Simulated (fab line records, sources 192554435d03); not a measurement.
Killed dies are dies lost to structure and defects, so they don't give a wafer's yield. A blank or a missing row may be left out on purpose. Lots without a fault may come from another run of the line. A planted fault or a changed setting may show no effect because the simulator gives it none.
Which tool did it? | flow n5_finfet | 9 lots, 25 wafers sampled, at 5 steps of a route of 1938

WHAT THE GAUGES READ, wafer by wafer
The record holds no reading of a measuring or inspecting step that can be judged against a usual standard deviation.

WHICH TOOL RAN EACH LOT (tool, then ch and the chambers of the sampled wafers, then the start)
lot  | N5_BEOL_M9_ETCH_65                 | N5_BEOL_M9_ETCH_66                 | N5_BEOL_M9_ETCH_41                            | N5_BEOL_M9_PRE_CLEAN_45      | N5_PASSIVATION_PROBE_49
L323 | rie_diel-02 ch 1,2, day 11 00:37   | rie_diel-02 ch 1,2, day 11 00:38   | rie_diel-02 ch 1,2, day 11 01:40 or earlier   | pvd_sputter-02, day 11 01:40 | prober-02, day 13 21:04
L324 | rie_diel-04 ch 0,1,2, day 11 00:47 | rie_diel-04 ch 0,1,2, day 11 00:48 | rie_diel-04 ch 0,1,2, day 11 01:45 or earlier | pvd_sputter-02, day 11 01:45 | -
L327 | rie_diel-04 ch 1,2,3, day 11 06:22 | rie_diel-04 ch 1,2,3, day 11 06:24 | rie_diel-04 ch 1,2,3, day 11 07:44 or earlier | pvd_sputter-01, day 11 07:44 | -
L331 | rie_diel-04 ch 1,2,3, day 12 11:17 | rie_diel-04 ch 1,2,3, day 12 11:19 | rie_diel-04 ch 1,2,3, day 12 12:26 or earlier | pvd_sputter-01, day 12 12:26 | -
L336 | rie_diel-03 ch 0,1,3, day 13 20:45 | rie_diel-03 ch 0,1,3, day 13 20:47 | rie_diel-03 ch 0,1,3, day 13 22:10 or earlier | pvd_sputter-01, day 13 22:10 | prober-01, day 16 18:26
L340 | rie_diel-04 ch 1,2,3, day 14 07:41 | rie_diel-04 ch 1,2,3, day 14 07:43 | rie_diel-04 ch 1,2,3, day 14 09:05 or earlier | pvd_sputter-02, day 14 09:05 | prober-02, day 17 11:32
L337 | rie_diel-04 ch 1,2, day 14 10:08   | rie_diel-04 ch 1,2, day 14 10:09   | rie_diel-04 ch 1,2, day 14 11:16 or earlier   | pvd_sputter-02, day 14 11:16 | -
L343 | rie_diel-03 ch 0,1,3, day 15 11:33 | rie_diel-03 ch 0,1,3, day 15 11:36 | rie_diel-03 ch 0,1,3, day 15 12:33 or earlier | pvd_sputter-03, day 15 12:33 | -
L344 | rie_diel-04 ch 1,2, day 16 00:20   | rie_diel-04 ch 1,2, day 16 00:23   | rie_diel-04 ch 1,2, day 16 01:20 or earlier   | pvd_sputter-01, day 16 01:20 | -
- N5_BEOL_M9_ETCH_65: etches SiARC in CF4, target depth 15.6 nm, time 26 s.
- N5_BEOL_M9_ETCH_66: etches SOC in N2/H2, target depth 80 nm, overetch 16 nm, time 120 s.
- N5_BEOL_M9_ETCH_41: etches SiCN in CH3F/O2, target depth 36.6 nm, time 70.1 s.
- N5_BEOL_M9_PRE_CLEAN_45: time 30 s.
- N5_PASSIVATION_PROBE_49

WHAT THE TOOLS THEMSELVES READ (means of the sampled wafers that have a number; where no wafer has one, the mark that the record gives instead)
N5_BEOL_M9_ETCH_65. Usual: bias_w 35.98 W, standard deviation 0.1; chamber_pressure_mTorr 40.00 mTorr, standard deviation 0.041; drypump_motor_current_A 5.8 A, standard deviation 0.58; etch_rf_on_time_s 26.1 s, standard deviation 0.46; oes_product_au 0.67 a.u., standard deviation 0.073; rf_vpp_V 183.8 V, standard deviation 1.1; showerhead_plenum_p_Torr 2.12 Torr, standard deviation 0.065; throttle_valve_pct 15.50 %, standard deviation 0.26.
lot  | tool        | bias_w (W) | chamber_pressure_mTorr (mTorr) | drypump_motor_current_A (A) | etch_rf_on_time_s (s) | oes_product_au (a.u.) | rf_vpp_V (V) | showerhead_plenum_p_Torr (Torr) | throttle_valve_pct (%) | flag
L323 | rie_diel-02 | 36.13      | 40.00                          | 5.9                         | 26.5                  | 0.64                  | 184.8        | 2.19                            | 15.73                  |
L324 | rie_diel-04 | 36.04      | 39.98                          | 5.4                         | 26.3                  | 0.65                  | 183.0        | 2.06                            | 15.38                  |
L327 | rie_diel-04 | 36.00      | 39.96                          | 5.6                         | 26.1                  | 0.64                  | 184.3        | 2.11                            | 15.40                  |
L331 | rie_diel-04 | 35.98      | 40.02                          | 5.6                         | 26.3                  | 0.64                  | 182.6        | 2.10                            | 15.41                  |
L336 | rie_diel-03 | 36.06      | 40.01                          | 5.7                         | 25.9                  | 0.74                  | 185.1        | 2.15                            | 15.33                  |
L340 | rie_diel-04 | 36.08      | 39.98                          | 5.6                         | 26.3                  | 0.63                  | 183.0        | 2.10                            | 15.44                  |
L337 | rie_diel-04 | 35.98      | 39.97                          | 5.2                         | 26.7                  | 0.64                  | 183.8        | 2.09                            | 15.31                  |
L343 | rie_diel-03 | 35.89      | 40.04                          | 5.7                         | 25.6                  | 0.73                  | 184.7        | 2.15                            | 15.35                  |
L344 | rie_diel-04 | 35.89      | 39.98                          | 5.2                         | 26.4                  | 0.63                  | 182.9        | 2.08                            | 15.34                  |

N5_BEOL_M9_ETCH_66. Usual: bias_w 150.0 W, standard deviation 0.42; chamber_pressure_mTorr 29.998 mTorr, standard deviation 0.027; drypump_motor_current_A 5.8 A, standard deviation 0.58; oes_product_au 0.60 a.u., standard deviation 0.062; rf_vpp_V 523.1 V, standard deviation 2.2; run_length_s 143.3 s, standard deviation 0.47; showerhead_plenum_p_Torr 2.51 Torr, standard deviation 0.079; throttle_valve_pct 17.71 %, standard deviation 0.27.
lot  | tool        | bias_w (W) | chamber_pressure_mTorr (mTorr) | drypump_motor_current_A (A) | oes_product_au (a.u.) | rf_vpp_V (V) | run_length_s (s) | showerhead_plenum_p_Torr (Torr) | throttle_valve_pct (%) | flag
L323 | rie_diel-02 | 150.0      | 30.019                         | 6.0                         | 0.59                  | 525.7        | 143.1            | 2.62                            | 17.96                  |
L324 | rie_diel-04 | 149.9      | 30.000                         | 5.5                         | 0.59                  | 521.7        | 143.5            | 2.45                            | 17.66                  |
L327 | rie_diel-04 | 150.1      | 30.001                         | 5.6                         | 0.58                  | 522.8        | 143.0            | 2.50                            | 17.62                  |
L331 | rie_diel-04 | 150.0      | 29.991                         | 5.6                         | 0.57                  | 522.3        | 143.1            | 2.49                            | 17.64                  |
L336 | rie_diel-03 | 149.9      | 30.004                         | 5.7                         | 0.67                  | 523.9        | 142.9            | 2.55                            | 17.57                  |
L340 | rie_diel-04 | 149.7      | 30.010                         | 5.6                         | 0.57                  | 523.2        | 143.3            | 2.49                            | 17.66                  |
L337 | rie_diel-04 | 150.2      | 29.995                         | 5.2                         | 0.57                  | 521.3        | 146.7            | 2.49                            | 17.59                  | OFF
L343 | rie_diel-03 | 150.4      | 30.011                         | 5.7                         | 0.64                  | 524.4        | 143.1            | 2.55                            | 17.58                  |
L344 | rie_diel-04 | 150.1      | 30.012                         | 5.2                         | 0.56                  | 522.8        | 146.4            | 2.47                            | 17.61                  | OFF

N5_BEOL_M9_ETCH_41. Usual: bias_w 75.01 W, standard deviation 0.21; chamber_pressure_mTorr 29.997 mTorr, standard deviation 0.027; drypump_motor_current_A 5.8 A, standard deviation 0.58; oes_product_au 0.78 a.u., standard deviation 0.086; rf_vpp_V 297.0 V, standard deviation 1.5; run_length_s 93.4 s, standard deviation 0.49; showerhead_plenum_p_Torr 1.98 Torr, standard deviation 0.064; throttle_valve_pct 16.20 %, standard deviation 0.26.
lot  | tool        | bias_w (W) | chamber_pressure_mTorr (mTorr) | drypump_motor_current_A (A) | oes_product_au (a.u.) | rf_vpp_V (V) | run_length_s (s) | showerhead_plenum_p_Torr (Torr) | throttle_valve_pct (%) | flag
L323 | rie_diel-02 | 75.21      | 29.970                         | 5.9                         | 0.75                  | 298.4        | 93.3             | 2.05                            | 16.42                  |
L324 | rie_diel-04 | 74.78      | 30.039                         | 5.5                         | 0.75                  | 295.5        | 93.4             | 1.92                            | 16.08                  |
L327 | rie_diel-04 | 75.20      | 30.011                         | 5.5                         | 0.75                  | 297.8        | 93.2             | 1.97                            | 16.09                  |
L331 | rie_diel-04 | 74.92      | 30.012                         | 5.6                         | 0.74                  | 296.5        | 93.5             | 1.96                            | 16.10                  |
L336 | rie_diel-03 | 74.88      | 29.980                         | 5.7                         | 0.87                  | 297.6        | 93.2             | 2.01                            | 16.04                  |
L340 | rie_diel-04 | 74.94      | 30.011                         | 5.6                         | 0.73                  | 296.1        | 93.2             | 1.96                            | 16.14                  |
L337 | rie_diel-04 | 75.03      | 30.000                         | 5.2                         | 0.75                  | 296.4        | 93.5             | 1.96                            | 16.01                  |
L343 | rie_diel-03 | 75.03      | 29.966                         | 5.7                         | 0.85                  | 297.4        | 93.1             | 2.01                            | 16.08                  |
L344 | rie_diel-04 | 74.94      | 30.007                         | 5.2                         | 0.74                  | 297.1        | 93.3             | 1.94                            | 16.03                  |

N5_BEOL_M9_PRE_CLEAN_45. Usual: heater_power_w 333 W, standard deviation 23.
lot  | tool           | heater_power_w (W) | flag
L323 | pvd_sputter-02 | 337                |
L324 | pvd_sputter-02 | 348                |
L327 | pvd_sputter-01 | 320                |
L331 | pvd_sputter-01 | 316                |
L336 | pvd_sputter-01 | 334                |
L340 | pvd_sputter-02 | 353                |
L337 | pvd_sputter-02 | 340                |
L343 | pvd_sputter-03 | 305                |
L344 | pvd_sputter-01 | 328                |

N5_PASSIVATION_PROBE_49. Usual: defect_limited_yield 91.4 %, standard deviation 1.4; killed_at_M0_to_M3 33, standard deviation 11; killed_at_M4_up 13, standard deviation 5.3; killed_at_contacts 13, standard deviation 6.1; killed_at_front_end 40, standard deviation 11; killed_at_other 2.9, standard deviation 2.7; killed_dies 102, standard deviation 17; killed_open 68, standard deviation 13; killed_short 32, standard deviation 7.5; sort_bin_4_leakage 0.00 %, standard deviation 0.022; sort_bin_5_function 5.1 %, standard deviation 0.98; sort_bin_6_memory 3.2 %, standard deviation 0.69; sort_n_pass 1077, standard deviation 21; sort_yield_pct 91.3 %, standard deviation 1.7.
lot  | tool      | defect_limited_yield (%) | killed_at_M0_to_M3 | killed_at_M4_up | killed_at_contacts | killed_at_front_end | killed_at_other | killed_dies | killed_open | killed_short | sort_bin_4_leakage (%) | sort_bin_5_function (%) | sort_bin_6_memory (%) | sort_n_pass | sort_yield_pct (%) | flag
L323 | prober-02 | 89.9                     | 38                 | 18              | 16                 | 42                  | 5.3             | 119         | 86          | 29           | 0.00                   | 5.9                     | 3.9                   | 1061        | 89.9               |
L336 | prober-01 | 92.4                     | 37                 | 5               | 9                  | 37                  | 0.7             | 89          | 60          | 26           | 0.00                   | 4.2                     | 2.8                   | 1091        | 92.4               |
L340 | prober-02 | 90.8                     | 21                 | 13              | 14                 | 58                  | 3.0             | 109         | 68          | 40           | 0.00                   | 5.4                     | 3.5                   | 1071        | 90.8               |

THE ANSWER, worked out from the rows above alone
Rule: a lot is off if the mean of its wafers that have a number lies more than 3 standard deviations from the usual mean. A lot without any number at a reading at which 4 lots or more have one is off too. The other lots that the step has rows for count as sound. The gauges are gone through in route order, then the tools' own readings, and for those a lot's mean is taken as printed above. The first step at which some lot is off is used, and at that step the reading that is off furthest; a lot without a number counts as furthest.
Off: L337, L344, at N5_BEOL_M9_ETCH_66 (run_length_s).
A tool fits if, at that step or a process step before it, it ran every lot that is off, and no sound lot after the first of them. One fits: rie_diel-04 at N5_BEOL_M9_ETCH_65 and N5_BEOL_M9_ETCH_66. At N5_BEOL_M9_ETCH_65 its last sound lot is L340 (day 14 07:41), its first lot that is off L337 (day 14 10:08): a fault that began between those two fits.

WHAT THE SIMULATOR HAD PUT IN
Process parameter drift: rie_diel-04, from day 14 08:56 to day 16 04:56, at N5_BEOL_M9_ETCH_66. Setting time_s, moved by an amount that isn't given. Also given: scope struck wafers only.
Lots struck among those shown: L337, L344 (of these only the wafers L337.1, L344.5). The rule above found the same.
